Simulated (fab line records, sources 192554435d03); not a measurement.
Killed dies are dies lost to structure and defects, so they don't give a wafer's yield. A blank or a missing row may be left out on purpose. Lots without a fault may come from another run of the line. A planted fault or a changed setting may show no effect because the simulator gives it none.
fab line records | flow n5_finfet
record lots=12 wafers=35 last_day=21
route steps=1938 shown BEOL_M8@1386 BEOL_M9@1424
lots that met no fault: from a run of the same line without faults
start_h: hours from the record's first day to the start of the lot's first wafer shown | wait_h: hours since the lot's step before | " the same as in the row above | L1.1+2: a row that stands for several wafers | - no value, or no start given | * or withheld: withheld | < > ~ a bound
route shown NAME@n: a module of which the file shows steps, and the number in the route of the first | usual: mean/standard deviation of fault-free wafers | same: alike in all rows | chamber/n: place in a boat | sites: the reading at each site | _std_site: their standard deviation | _edge_site: outer sites' mean less inner sites' | radius_mm: how far each site lies from the wafer's centre | mask NAME#n: copy n | behind: the tool/chamber that last shaped the wafer | hold: why the lot was held/for how many hours/how that ended | device: the transistor (n, p or np) that didn't switch | end of line: the same wafers' tests at the end of the route | a step without rows: its recipe alone | killed: dies lost to structure and defects at the first sort, not the wafer's yield | map: a wafer's dies, x killed, . not, _ none there
set.NAME: the setting as run; set.NAME@STEP: as run at that earlier step | model.NAME: the simulator's own value behind a step, which no gauge read
steps of the route over a sample of lots; a table a step, a row a wafer
services: from which hour (start_h, from the record's first day; less than 0 if before it) a tool's chamber was out of use, for how many hours, and why
## steps
# step N5_BEOL_M8_CURE_75
# recipe temp_c=370 time_s=120 ambient=DMADMS/He material=SiCOH_lowk
# usual lamp_power_pct=52.31/0.055 wafer_temp_C_max=371.7/0.66
# columns lot.wafer tool chamber start_h wait_h lamp_power_pct wafer_temp_C_max
L759.2 uv_cure-03 1 308.38 0.1 52.25 371.7
L759.5 " 1 " " 52.29 371.2
L759.6 " 1 " " 52.33 371.5
L757.3 uv_cure-02 2 309.96 0.2 52.23 372.3
L757.4 " 2 " " 52.20 371.3
L757.5 " 2 " " 52.32 371.7
L758.1 uv_cure-03 1 312.82 0.0 52.32 371.2
L758.4 " 1 " " 52.26 371.1
L758.5 " 1 " " 52.44 371.4
L760.2 uv_cure-03 1 319.42 0.1 52.28 371.2
L760.6 " 1 " " 52.32 371.1
L762.2 uv_cure-01 1 321.88 0.1 52.28 373.3
L762.3 " 1 " " 52.25 373.0
L762.4 " 1 " " 52.42 373.7
L764.1 uv_cure-01 1 332.57 0.0 52.32 372.4
L764.2 " 1 " " 52.32 373.5
L764.6 " 1 " " 52.34 373.2
L766.1 uv_cure-02 1 343.04 0.0 52.31 372.1
L766.2 " 1 " " 52.21 372.3
L766.5 " 1 " " 52.38 371.2
L765.1 uv_cure-01 2 347.96 0.0 52.34 371.0
L765.3 " 2 " " 52.33 371.0
L765.6 " 2 " " 52.31 371.4
L771.1 uv_cure-02 1 388.64 0.1 52.26 371.8
L771.5 " 1 " " 52.36 371.7
L771.6 " 1 " " 52.32 372.1
L773.2 uv_cure-03 1 395.10 0.1 52.30 371.8
L773.3 " 1 " " 52.25 371.2
L773.6 " 1 " " 52.29 371.1
L778.1 uv_cure-02 0 425.49 0.0 52.36 371.6
L778.3 " 0 " " 52.46 371.5
L778.6 " 0 " " 52.27 372.1
L779.1 uv_cure-02 0 427.99 0.2 52.23 371.7
L779.5 " 0 " " 52.31 371.9
L779.6 " 0 " " 52.31 371.7
# step N5_BEOL_M8_ALD_77
# recipe material=TaN target_thk_a=20 temp_c=275 ald_precursor_family=PDMAT ald_co_reactant=NH3 pressure_torr=3 carrier_flow_sccm=1500 pulse_time_s=2 purge_time_s=3 co_reactant_purge_time_s=2 co_reactant_pulse_time_s=3 ald_cycles=40 precursor_vessel_temp_c=75 precursor_vessel_pressure_torr=26.25 precursor_vessel_carrier_sccm=1000
# usual heater_power_w=436/50 susceptor_temp_C=274.99/0.19
# columns lot.wafer tool chamber start_h wait_h heater_power_w susceptor_temp_C
L759.2 ald_metal-02 3 308.90 0.0 435 275.16
L759.5 " 0 " " 349 274.84
L759.6 " 3 " " 433 275.15
L757.3 ald_metal-04 1 311.64 0.0 417 275.16
L757.4 " 3 " " 476 275.00
L757.5 " 2 " " 457 274.92
L758.1 ald_metal-04 1 313.24 0.0 415 274.95
L758.4 " 2 " " 457 274.91
L758.5 " 3 " " 466 275.17
L760.2 ald_metal-01 3 321.73 0.0 451 275.03
L760.6 " 2 " " 382 275.00
L762.2 ald_metal-01 1 322.39 0.0 466 275.09
L762.3 " 2 " " 388 274.71
L762.4 " 0 " " 384 275.04
L764.1 ald_metal-04 2 333.37 0.0 459 275.07
L764.2 " 1 " " 406 275.01
L764.6 " 0 " " 531 274.76
L766.1 ald_metal-04 2 343.82 0.1 457 274.69
L766.2 " 0 " " 524 274.82
L766.5 " 1 " " 420 275.07
L765.1 ald_metal-01 1 348.72 0.0 480 275.12
L765.3 " 3 " " 457 275.08
L765.6 " 0 " " 379 275.01
L771.1 ald_metal-04 2 389.58 0.1 455 274.87
L771.5 " 0 " " 522 275.25
L771.6 " 1 " " 415 274.75
L773.2 ald_metal-04 1 396.15 0.3 419 275.09
L773.3 " 0 " " 501 274.66
L773.6 " 0 " " 520 274.71
L778.1 ald_metal-01 0 427.63 0.0 366 275.08
L778.3 " 3 " " 457 274.80
L778.6 " 3 " " 452 275.36
L779.1 ald_metal-04 2 428.62 0.0 461 274.95
L779.5 " 1 " " 405 274.78
L779.6 " 2 " " 462 275.04
# step N5_BEOL_M9_CD_MEAS_18
# recipe pitch_nm=140 target_cd_nm=70
# usual cd_nm=69.9/0.83
# columns lot.wafer tool chamber start_h wait_h cd_nm
L759.2 cd_sem-01 - 313.38 0.1 69.7
L759.5 " - " " 70.5
L759.6 " - " " 70.7
L757.3 cd_sem-02 - 316.65 0.1 70.8
L757.4 " - " " 70.8
L757.5 " - " " 70.5
L758.1 cd_sem-02 - 319.65 0.0 68.9
L758.4 " - " " 69.8
L758.5 " - " " 69.7
L760.2 cd_sem-03 - 328.22 0.1 71.3
L760.6 " - " " 71.8
L762.2 cd_sem-01 - 328.23 0.1 71.0
L762.3 " - " " 70.9
L762.4 " - " " 70.1
L764.1 cd_sem-03 - 338.59 0.1 69.8
L764.2 " - " " 69.2
L764.6 " - " " 67.8
L766.1 cd_sem-03 - 348.48 0.0 69.0
L766.2 " - " " 70.3
L766.5 " - " " 71.2
L765.1 cd_sem-02 - 352.26 0.0 70.1
L765.3 " - " " 69.3
L765.6 " - " " 68.9
L771.1 cd_sem-01 - 396.63 0.0 70.8
L771.5 " - " " 71.0
L771.6 " - " " 69.1
L773.2 cd_sem-01 - 400.19 0.1 70.8
L773.3 " - " " 70.4
L773.6 " - " " 71.0
L778.1 cd_sem-02 - 431.05 0.0 69.8
L778.3 " - " " 69.7
L778.6 " - " " 68.5
L779.1 cd_sem-03 - 433.26 0.0 69.9
L779.5 " - " " 69.3
L779.6 " - " " 69.7
# step N5_BEOL_M9_COAT_75
# recipe resist=underlayer temp_c=205 time_s=60 spin_rpm=1500 resist_thk_nm=5
# usual spin_speed_rpm=1499.9/1
# columns lot.wafer tool chamber start_h wait_h spin_speed_rpm
L759.2 litho_track-01 0 313.73 - 1500.4
L759.5 " 0 " " 1500.2
L759.6 " 0 " " 1501.2
L757.3 litho_track-04 0 318.11 - 1498.9
L757.4 " 0 " " 1500.0
L757.5 " 0 " " 1498.9
L758.1 litho_track-04 0 320.72 - 1500.2
L758.4 " 0 " " 1499.1
L758.5 " 0 " " 1499.1
L760.2 litho_track-01 0 329.28 - 1501.3
L760.6 " 0 " " 1502.5
L762.2 litho_track-03 0 329.29 - 1500.4
L762.3 " 0 " " 1498.4
L762.4 " 0 " " 1499.2
L764.1 litho_track-01 0 338.63 - 1500.6
L764.2 " 0 " " 1501.5
L764.6 " 0 " " 1500.1
L766.1 litho_track-04 0 349.31 - 1499.5
L766.2 " 0 " " 1499.6
L766.5 " 0 " " 1500.5
L765.1 litho_track-03 0 352.30 - 1498.6
L765.3 " 0 " " 1499.4
L765.6 " 0 " " 1500.9
L771.1 litho_track-01 0 396.68 - 1605.4
L771.5 " 0 " " 1604.3
L771.6 " 0 " " 1603.7
L773.2 litho_track-01 0 400.35 - 1603.4
L773.3 " 0 " " 1603.8
L773.6 " 0 " " 1603.6
L778.1 litho_track-04 0 431.12 - 1501.9
L778.3 " 0 " " 1502.2
L778.6 " 0 " " 1499.0
L779.1 litho_track-03 0 433.30 - 1499.6
L779.5 " 0 " " 1498.6
L779.6 " 0 " " 1500.4
## services
# columns tool chamber start_h hours kind
uv_cure-02 - 287.07 1.0 pm
ald_metal-01 - 287.10 10.4 repair
litho_track-01 - 305.99 - consumable_replace:filter
ald_metal-01 0 314.89 2.4 repair
ald_metal-04 - 336.50 4.3 pm
ald_metal-02 - 337.25 14.0 pm
ald_metal-02 0 337.25 14.0 vent_cycle
ald_metal-02 1 337.25 14.0 vent_cycle
ald_metal-02 2 337.25 14.0 vent_cycle
ald_metal-02 3 337.25 14.0 vent_cycle
uv_cure-03 - 343.02 0.3 repair
ald_metal-04 0 344.43 36.9 repair
ald_metal-02 0 351.25 - clean
ald_metal-02 1 351.25 - clean
ald_metal-02 2 351.25 - clean
ald_metal-02 3 351.25 - clean
ald_metal-04 1 362.12 - calibration
uv_cure-01 - 373.82 22.2 pm
uv_cure-03 - 398.34 2.8 pm
ald_metal-01 - 401.21 6.0 pm
uv_cure-03 - 407.17 24.9 pm
ald_metal-04 - 429.16 1.2 pm
## key
first_sign step=N5_BEOL_M9_COAT_75 reading=spin_speed_rpm direction=up sigmas=99+ usual=* struck=*
effect none on later readings
met_at N5_BEOL_M9_COAT_75
struck_lots L771,L773
baseline_loss step=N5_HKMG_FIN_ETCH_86 wafers=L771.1
not_acting_at N5_BEOL_M8_CURE_75,N5_BEOL_M8_ALD_77,N5_BEOL_M9_CD_MEAS_18
onset_between 338.63 396.68
fault kind=process_parameter_drift tool=litho_track-01 chamber=- onset_h=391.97 steps=N5_BEOL_M9_COAT_75 channel=spin_rpm offset=* shape=step end_h=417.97 acts_in=* stated=*
# baseline_loss: these wafers lose ten dies or more at that step, a loss of the line's own and not of a fault; the sort's usual values leave them out
